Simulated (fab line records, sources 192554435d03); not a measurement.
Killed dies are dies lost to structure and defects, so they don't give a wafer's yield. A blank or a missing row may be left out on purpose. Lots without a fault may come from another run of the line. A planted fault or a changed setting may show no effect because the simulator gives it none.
Problem report in the 8D (eight disciplines) form, filled by code | flow n5_finfet | the parts of the form that need people (team, actions taken, sign-off) are left out

1. THE PROBLEM
VT_N_LONG at N5_BEOL_M4_RC_MEAS_101 reads a mean of 316.1 mV on 3 wafers of 2 lots; wafers without a fault read 275.5 mV with a standard deviation of 1.7. That is +24 standard deviations from the usual mean.
First seen on wafer L190.3, day 12 17:14, on prober-01. The record holds 24 wafers of 8 lots with a number at this step. Rule for "out", or "out of limits": more than 4 standard deviations from the usual mean. The other wafers with a number count as sound.

2. WHAT IT IS AND WHAT IT IS NOT
question                    | is                                                                                                                     | is not
which readings at this step | VT_N_LONG, IOFF_N, IOFF_N_85C, IOFF_N_LIN, IOFF_N_LONG, IOFF_P_LIN, IOFF_P_LONG, ION_N, VT_N, VT_N_LVT, VT_P, VT_P_LVT | DIBL_N, DIBL_P, SS_P
which lots                  | L190, L192                                                                                                             | L172, L173, L174, L178, L188, L194
which wafers of those lots  | L190.3, L192.3, L192.6                                                                                                 | L190.1, L190.2, L192.5
read on which gauges        | prober-01, prober-02                                                                                                   | -
when                        | from day 12 17:14                                                                                                      | up to then (17 sound wafers); but 4 sound wafers of L192, L194 came after

3. SUSPECTS, AND WHAT RULES EACH OUT
Counting: a tool at a process step up to the reading stays a suspect if it ran every lot that is out. Sound lots after the first of them don't rule it out here, since some wafers of a struck lot are sound.
- the gauge at N5_BEOL_M4_RC_MEAS_101: ruled out. The wafers that are out were read on 2 gauges (prober-01, prober-02).
- ald_metal-02 at N5_HKMG_FIN_ALD_36 (deposits TiN, target thk 1 nm, pulse time 1 s, purge time 3 s): kept. It ran every lot that is out, first L190 (day 9 03:50); its last sound lot up to then is L178 (day 5 16:11).
- rie_diel-05 at N5_HKMG_FIN_STRIP_92 (strips SOC in N2/H2, time 20 s): kept. It ran every lot that is out, first L190 (day 9 05:24); its last sound lot up to then is L173 (day 4 07:52).
- ald_metal-04 at N5_HKMG_FIN_ALD_91 (deposits TiN, target thk 1 nm, pulse time 1 s, purge time 3 s): kept. It ran every lot that is out, first L190 (day 9 05:56); its last sound lot up to then is L174 (day 4 17:43).
Left after counting: ald_metal-02 at N5_HKMG_FIN_ALD_36, rie_diel-05 at N5_HKMG_FIN_STRIP_92, ald_metal-04 at N5_HKMG_FIN_ALD_91.

4. THE CAUSE (what the simulator had put in)
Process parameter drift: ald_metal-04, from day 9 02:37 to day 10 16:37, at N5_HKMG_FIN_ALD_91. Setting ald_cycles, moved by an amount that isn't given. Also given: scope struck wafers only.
Counting left 3 suspects, and this tool is among them.

5. THE CHAIN OF EFFECTS, in route order
Each row: a reading whose mean over the struck wafers that have a number lies more than 3 standard deviations from the usual. Only readings for which the record gives a usual standard deviation are gone through. hours: the time from each lot's start at the first step in this table that gives one to its start at this step, as a median over the lots. sigmas: the change in usual standard deviations.
hours | step                    | reading          | usual          | on struck wafers | change    | sigmas
0     | N5_BEOL_M4_RC_MEAS_101  | IOFF_N           | 0.158 nA/um    | 0.042            | -0.116    | -4.3
0     | N5_BEOL_M4_RC_MEAS_101  | IOFF_N_85C       | 3.1 nA/um      | 1.0              | -2.1      | -4.7
0     | N5_BEOL_M4_RC_MEAS_101  | IOFF_N_LIN       | 0.073 nA/um    | 0.019            | -0.054    | -5.4
0     | N5_BEOL_M4_RC_MEAS_101  | IOFF_N_LONG      | 5.45e-05 nA/um | 2.69e-05         | -2.76e-05 | -13
0     | N5_BEOL_M4_RC_MEAS_101  | IOFF_P           | 0.21 nA/um     | 0.42             | +0.21     | +5.6
0     | N5_BEOL_M4_RC_MEAS_101  | IOFF_P_85C       | 3.7 nA/um      | 6.4              | +2.7      | +5.0
0     | N5_BEOL_M4_RC_MEAS_101  | IOFF_P_LIN       | 0.101 nA/um    | 0.190            | +0.089    | +6.4
0     | N5_BEOL_M4_RC_MEAS_101  | IOFF_P_LONG      | 0.000106 nA/um | 0.000162         | +0.000056 | +5.6
0     | N5_BEOL_M4_RC_MEAS_101  | ION_N            | 675 uA/um      | 585              | -90       | -7.5
0     | N5_BEOL_M4_RC_MEAS_101  | ION_P            | 464 uA/um      | 491              | +27       | +3.1
0     | N5_BEOL_M4_RC_MEAS_101  | VT_N             | 250.4 mV       | 291.3            | +40.9     | +14
0     | N5_BEOL_M4_RC_MEAS_101  | VT_N_LONG        | 275.5 mV       | 316.1            | +40.6     | +24
0     | N5_BEOL_M4_RC_MEAS_101  | VT_N_LVT         | 99.1 mV        | 139.0            | +39.9     | +14
0     | N5_BEOL_M4_RC_MEAS_101  | VT_P             | -250 mV        | -231             | +19       | +5.2
0     | N5_BEOL_M4_RC_MEAS_101  | VT_P_LONG        | -275 mV        | -260             | +15       | +4.6
0     | N5_BEOL_M4_RC_MEAS_101  | VT_P_LVT         | -99 mV         | -82              | +17       | +5.6
114   | N5_PASSIVATION_PROBE_49 | sort_bin_8_speed | 0.00 %         | 89.69            | +89.69    | +99 or more
114   | N5_PASSIVATION_PROBE_49 | sort_n_pass      | 1077           | 4                | -1073     | -54
114   | N5_PASSIVATION_PROBE_49 | sort_yield_pct   | 91.3 %         | 0.3              | -91.0     | -54
The process steps in it:
- N5_PASSIVATION_PROBE_49

6. WHAT WOULD HAVE CAUGHT IT SOONER
In this record the first reading out of limits at a measuring or inspecting step was taken at day 12 17:14, 87 hours after the fault began at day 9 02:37.
Of the tool readings at N5_HKMG_FIN_ALD_91 for which the record gives a usual standard deviation, none was out on any struck wafer, so an alarm limit of 4 standard deviations on them would not have fired.
All the lots that are out (2) had begun N5_HKMG_FIN_ALD_91 on ald_metal-04 by day 12 17:14. A hold on the tool at that time would have spared none of them.
